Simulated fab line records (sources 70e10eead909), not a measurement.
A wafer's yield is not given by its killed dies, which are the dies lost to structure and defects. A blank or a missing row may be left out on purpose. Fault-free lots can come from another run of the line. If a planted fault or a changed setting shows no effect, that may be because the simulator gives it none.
Which tool was responsible? | flow nand-harc | 11 lots with 33 wafers sampled at 5 steps, on a route of 1302 steps

== WHAT THE GAUGES SHOWED, per wafer ==
NHARC_A_M0_THK_MEAS_24: measures by xrf.
lot  | measured     | on            | thk-nm (nm)
L373 | day 23 19:38 | film-metro-01 | 112.7 114.7 112.3
L375 | day 24 07:54 | film-metro-01 | 115.3 114.2 116.8
L380 | day 25 10:49 | film-metro-01 | 399.4 401.2 400.1
L379 | day 25 13:34 | film-metro-01 | 404.2 403.4 402.1
L381 | day 26 16:13 | film-metro-01 | 113.6 113.7 112.7
L382 | day 27 08:03 | film-metro-02 | 114.9 113.4 115.0
L387 | day 28 22:01 | film-metro-01 | 114.1 114.2 113.0
L392 | day 30 20:49 | film-metro-02 | 113.9 116.0 114.1
L393 | day 31 01:16 | film-metro-02 | 111.9 113.0 113.1
L394 | day 32 01:39 | film-metro-02 | 115.7 112.6 113.4
L396 | day 32 13:31 | film-metro-02 | 111.7 113.6 112.6

== WHICH TOOL RAN EACH LOT (tool, then ch and the chambers of the sampled wafers, then the start) ==
lot  | NHARC_A_M0_ETCH_34                 | NHARC_A_M0_STRIP_18                | NHARC_A_M0_DEGAS_28          | NHARC_A_M0_CMP_23
L373 | rie-diel-06 ch 0,1, day 23 17:25   | rie-diel-06 ch 0,1,3, day 23 17:42 | pvd-sputter-01, day 23 18:15 | cmp-03 ch 0,2,3, day 23 19:19
L375 | rie-diel-05 ch 1,2, day 24 05:39   | rie-diel-05 ch 2,3, day 24 05:56   | pvd-sputter-03, day 24 06:30 | cmp-03 ch 2,3, day 24 07:35
L380 | rie-diel-01 ch 2,3, day 25 08:34   | rie-diel-01 ch 2,3, day 25 08:52   | pvd-sputter-02, day 25 09:25 | cmp-03 ch 0,2,3, day 25 10:35
L379 | rie-diel-06 ch 0,2,3, day 25 10:48 | rie-diel-01 ch 1,2,3, day 25 11:09 | pvd-sputter-02, day 25 11:42 | cmp-02 ch 0,3, day 25 13:14
L381 | rie-diel-05 ch 0,2,3, day 26 13:58 | rie-diel-01 ch 0,1,3, day 26 14:16 | pvd-sputter-03, day 26 14:49 | cmp-03 ch 1,2,3, day 26 15:53
L382 | rie-diel-01 ch 1,2,3, day 27 05:49 | rie-diel-01 ch 1,2,3, day 27 06:07 | pvd-sputter-02, day 27 06:40 | cmp-03 ch 1,2,3, day 27 07:44
L387 | rie-diel-05 ch 0,3, day 28 19:47   | rie-diel-05 ch 0,2,3, day 28 20:07 | pvd-sputter-02, day 28 20:37 | cmp-02 ch 0,2,3, day 28 21:47
L392 | rie-diel-05 ch 0,2,3, day 30 18:35 | rie-diel-01 ch 1,2,3, day 30 18:52 | pvd-sputter-02, day 30 19:25 | cmp-01 ch 1,2,3, day 30 20:30
L393 | rie-diel-01 ch 1,3, day 30 22:59   | rie-diel-01 ch 1,3, day 30 23:18   | pvd-sputter-01, day 30 23:50 | cmp-02 ch 1,3, day 31 00:59
L394 | rie-diel-05 ch 0,1, day 31 23:25   | rie-diel-05 ch 1,3, day 31 23:43   | pvd-sputter-02, day 32 00:15 | cmp-01 ch 1,2,3, day 32 01:23
L396 | rie-diel-06 ch 2,3, day 32 11:13   | rie-diel-01 ch 1,3, day 32 11:30   | pvd-sputter-02, day 32 12:07 | cmp-03 ch 0,1,2, day 32 13:14
- NHARC_A_M0_ETCH_34: etches the open film in N2/H2, target depth 40 nm, overetch 12 nm, time 43.94 s.
- NHARC_A_M0_STRIP_18: strips in N2/H2.
- NHARC_A_M0_DEGAS_28: time 60 s.
- NHARC_A_M0_CMP_23: polishes, t overpolish 20 s, target thk 113.75 nm.

== THE ANSWER, worked out from the rows above alone ==
Rule: what is usual is taken from the lots themselves. Put in order of their means at a reading, lots are off if they are a third of the lots or fewer, leave a main group of 4 or more, and stand apart from it by a gap of 3 or more times the standard deviation of the main group's means; of several such gaps the widest counts. Not used: any main group whose means are identical at the precision the tables above print for the reading. A lot without any number at a reading at which 4 lots or more have one is off too. The other lots that the step has rows for count as sound.
Off, at NHARC_A_M0_THK_MEAS_24 on thk-nm: L380, L379. Main group: mean 113.8 nm, sd 0.88.
A tool fits if, at a process step before that reading, it ran every lot that is off, and no sound lot after the first of them. The gauges at NHARC_A_M0_THK_MEAS_24 are tried like those tools. Of those tried, none fits.

== WHAT HAD BEEN PUT IN BY THE SIMULATOR ==
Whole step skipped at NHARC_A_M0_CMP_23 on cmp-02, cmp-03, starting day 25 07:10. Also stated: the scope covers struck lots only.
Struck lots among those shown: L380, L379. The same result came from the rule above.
